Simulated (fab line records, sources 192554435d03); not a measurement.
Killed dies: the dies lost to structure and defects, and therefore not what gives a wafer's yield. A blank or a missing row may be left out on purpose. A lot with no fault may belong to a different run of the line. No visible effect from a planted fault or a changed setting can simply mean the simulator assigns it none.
The tool behind it: which one? / flow n5-finfet / 9 lots (26 wafers sampled), 1 step of a 1938-step route

## WHAT THE GAUGES READ, wafer by wafer
N5_BEOL_M4_RC_MEAS_101. Usual: DIBL_N 35.7 mV/V, standard deviation 1.5; DIBL_P 35.7 mV/V, standard deviation 2; IOFF_N 0.155 nA/um, standard deviation 0.026; IOFF_P 0.20 nA/um, standard deviation 0.031; ION_N 675 uA/um, standard deviation 11; ION_P 462 uA/um, standard deviation 7.1; SS_N 71.3 mV/dec, standard deviation 0.57; SS_P 73.1 mV/dec, standard deviation 0.56; VT_N 250 mV, standard deviation 3; VT_P -251 mV, standard deviation 3.
lot=L338; measured=day 9 03:11; on=prober-01; DIBL_N (mV/V)=33.4 34.5 38.2; DIBL_P (mV/V)=31.3 33.0 37.4; IOFF_N (nA/um)=0.106 0.128 0.184; IOFF_P (nA/um)=0.17 0.19 0.25; ION_N (uA/um)=662 681 683; ION_P (uA/um)=458 469 470; SS_N (mV/dec)=70.5 71.2 72.4; SS_P (mV/dec)=72.4 73.6 74.7; VT_N (mV)=255 252 248; VT_P (mV)=-253 -251 -248; flag=
lot=L340; measured=day 9 06:25; on=prober-01; DIBL_N (mV/V)=32.8 30.9 34.8; DIBL_P (mV/V)=32.8 30.8 34.6; IOFF_N (nA/um)=0.124 0.101 0.152; IOFF_P (nA/um)=0.17 0.14 0.19; ION_N (uA/um)=669 638 676; ION_P (uA/um)=460 444 460; SS_N (mV/dec)=71.5 69.9 71.7; SS_P (mV/dec)=72.4 71.8 72.7; VT_N (mV)=251 256 247; VT_P (mV)=-251 -255 -252; flag=
lot=L339; measured=day 9 07:03; on=prober-02; DIBL_N (mV/V)=36.1 37.1 35.4; DIBL_P (mV/V)=34.7 34.5 32.9; IOFF_N (nA/um)=0.165 0.181 0.140; IOFF_P (nA/um)=0.21 0.20 0.18; ION_N (uA/um)=674 694 678; ION_P (uA/um)=460 468 464; SS_N (mV/dec)=72.0 72.9 71.3; SS_P (mV/dec)=72.9 73.0 72.6; VT_N (mV)=248 248 251; VT_P (mV)=-251 -252 -252; flag=
lot=L341; measured=day 10 00:43; on=prober-01; DIBL_N (mV/V)=36.2 37.4 35.3; DIBL_P (mV/V)=37.5 38.2 36.8; IOFF_N (nA/um)=0.178 0.200 0.169; IOFF_P (nA/um)=0.24 0.24 0.22; ION_N (uA/um)=685 684 686; ION_P (uA/um)=470 469 475; SS_N (mV/dec)=71.6 71.5 70.8; SS_P (mV/dec)=72.9 73.6 72.9; VT_N (mV)=246 245 247; VT_P (mV)=-247 -246 -250; flag=
lot=L348; measured=day 11 15:58; on=prober-02; DIBL_N (mV/V)=40.4 35.7 37.5; DIBL_P (mV/V)=41.2 35.2 37.8; IOFF_N (nA/um)=0.250 0.151 0.180; IOFF_P (nA/um)=0.28 0.19 0.21; ION_N (uA/um)=700 672 685; ION_P (uA/um)=466 460 466; SS_N (mV/dec)=72.0 70.9 71.6; SS_P (mV/dec)=74.0 72.9 73.3; VT_N (mV)=243 250 250; VT_P (mV)=-248 -254 -252; flag=
lot=L350; measured=day 11 20:23; on=prober-02; DIBL_N (mV/V)=37.2 37.9 36.4; DIBL_P (mV/V)=36.8 38.4 36.6; IOFF_N (nA/um)=0.162 0.173 0.152; IOFF_P (nA/um)=0.21 0.23 0.21; ION_N (uA/um)=670 679 672; ION_P (uA/um)=459 462 456; SS_N (mV/dec)=71.5 71.5 72.0; SS_P (mV/dec)=73.0 73.5 72.5; VT_N (mV)=253 250 251; VT_P (mV)=-248 -249 -250; flag=
lot=L349; measured=day 12 03:38; on=prober-02; DIBL_N (mV/V)=34.9 35.6 35.3; DIBL_P (mV/V)=35.7 35.3 36.2; IOFF_N (nA/um)=0.146 0.153 0.148; IOFF_P (nA/um)=0.18 0.18 0.20; ION_N (uA/um)=680 667 676; ION_P (uA/um)=461 459 465; SS_N (mV/dec)=70.7 70.9 70.3; SS_P (mV/dec)=72.8 73.2 73.6; VT_N (mV)=249 250 250; VT_P (mV)=-250 -250 -252; flag=
lot=L357; measured=day 14 00:10; on=prober-01; DIBL_N (mV/V)=36.4 37.0; DIBL_P (mV/V)=38.0 39.4; IOFF_N (nA/um)=0.163 0.172; IOFF_P (nA/um)=0.20 0.22; ION_N (uA/um)=666 676; ION_P (uA/um)=459 464; SS_N (mV/dec)=71.1 71.1; SS_P (mV/dec)=73.1 73.1; VT_N (mV)=246 249; VT_P (mV)=-252 -251; flag=
lot=L358; measured=day 14 08:04; on=prober-02; DIBL_N (mV/V)=36.7 37.4 35.5; DIBL_P (mV/V)=38.3 38.4 37.9; IOFF_N (nA/um)=0.173 0.189 0.159; IOFF_P (nA/um)=0.21 0.22 0.21; ION_N (uA/um)=680 674 683; ION_P (uA/um)=466 461 462; SS_N (mV/dec)=72.6 71.5 72.3; SS_P (mV/dec)=73.2 73.3 72.8; VT_N (mV)=247 246 249; VT_P (mV)=-251 -251 -250; flag=

## WHICH TOOL RAN EACH LOT (tool, then ch and the chambers of the sampled wafers, then the start)
Record: no process step prior to these readings.

## AS READ BY THE TOOLS THEMSELVES (means over the sampled wafers that have a number; for cases with no such wafer, the mark the record gives instead)
The record holds no such reading with a usual standard deviation.

## THE ANSWER, worked out from the rows above alone
Rule: a lot is off if the mean of its wafers that have a number lies more than 3 standard deviations from the usual mean. Also off: a lot with no number at a reading for which 4 or more lots have one. Any other lot the step has rows for is counted as sound. Order of review: gauges by route order, followed by the tools' own readings, for which a lot's mean as printed above is used. The first step at which some lot is off is used, and at that step the reading that is off furthest; a lot without a number counts as furthest.
No lot is off on any of the readings shown, so nothing can be concluded from this.

## WHAT HAD BEEN PUT IN BY THE SIMULATOR
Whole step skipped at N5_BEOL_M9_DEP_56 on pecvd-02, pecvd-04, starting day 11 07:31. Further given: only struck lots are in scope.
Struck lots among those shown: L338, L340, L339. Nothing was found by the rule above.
